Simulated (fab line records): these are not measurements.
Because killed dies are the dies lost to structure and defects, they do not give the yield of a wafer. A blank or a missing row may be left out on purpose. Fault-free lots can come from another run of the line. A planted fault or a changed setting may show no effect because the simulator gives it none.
The same fault as seen by 2 desks :: flow nandHarc :: only its own numbers are on each desk; what lay behind them is given at the end

THE TOOL OWNER'S DESK: lithoTrack-04
The tool's own readings at NHARC_P_M0_SOFTBAKE_04 (time 55 s): means of the sampled wafers that have a number, for each lot that ran on this tool. If a lot's mean is further than 4 standard deviations from the usual mean, the lot is out of limits and carries the mark OUT (the distance appears in the brackets).
Columns: A = heaterPowerTotalW at NHARC_P_M0_SOFTBAKE_04, usual 188.43 W; B = resistLineTempC at NHARC_P_M0_SOFTBAKE_04, usual 22.99 C
lot: L115
first seen here: day 7 21:00
A: 181.65 (-52) OUT
B: 22.88

lot: L117
first seen here: day 9 02:00
A: 181.55 (-53) OUT
B: 22.88

lot: L123
first seen here: day 11 07:00
A: 188.55
B: 23.21

lot: L125
first seen here: day 11 23:00
A: 188.38
B: 23.01

lot: L132
first seen here: day 15 04:00
A: 188.40
B: 22.95

lot: L133
first seen here: day 15 20:00
A: 188.40
B: 23.00
This desk finds L115, L117 out of limits, L115 being first, at day 7 21:00 (heaterPowerTotalW at NHARC_P_M0_SOFTBAKE_04). L123, L125, L132, L133 stayed within limits.

FROM THE METROLOGY DESK
What the gauges read for every lot (on any tool): the sampled wafers with a number, averaged. If a lot's mean is further than 4 standard deviations from the usual mean, the lot is out of limits and carries the mark OUT (the distance appears in the brackets).
Columns: A = cdNm at NHARC_P_CONTACT_CD_MEAS_19, usual 89.9 nm
lot: L113
first seen here: day 7 00:38
A: 89.9

lot: L115
first seen here: day 7 18:23
A: 90.7

lot: L117
first seen here: day 8 23:37
A: 90.2

lot: L123
first seen here: day 11 04:17
A: 90.2

lot: L125
first seen here: day 11 21:08
A: 91.2

lot: L124
first seen here: day 11 22:01
A: 89.3

lot: L126
first seen here: day 12 15:22
A: 89.8

lot: L129
first seen here: day 13 23:55
A: 90.2

lot: L130
first seen here: day 14 05:03
A: 90.9

lot: L131
first seen here: day 14 16:53
A: 91.4

lot: L132
first seen here: day 15 01:24
A: 88.1

lot: L133
first seen here: day 15 17:48
A: 89.1
This desk's finding: nothing out of limits on any of the 12 lots.

BROUGHT TOGETHER
The tool owner's desk could have raised an alarm at day 7 21:00, on L115, L117.
From the metrology desk's view, nothing was out of limits.
The metrology desk holds a record of L115, L117, inside its limits.
Of the lots named, all ran NHARC_P_M0_SOFTBAKE_04 on lithoTrack-04.

WHAT THE SIMULATOR HAD INSERTED
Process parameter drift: lithoTrack-04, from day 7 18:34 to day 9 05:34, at NHARC_P_M0_SOFTBAKE_04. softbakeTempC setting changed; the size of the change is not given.
Shown lots that were struck: L115, L117.
Each desk's first reading out of limits, in hours after the fault started: the tool owner's desk, 2.
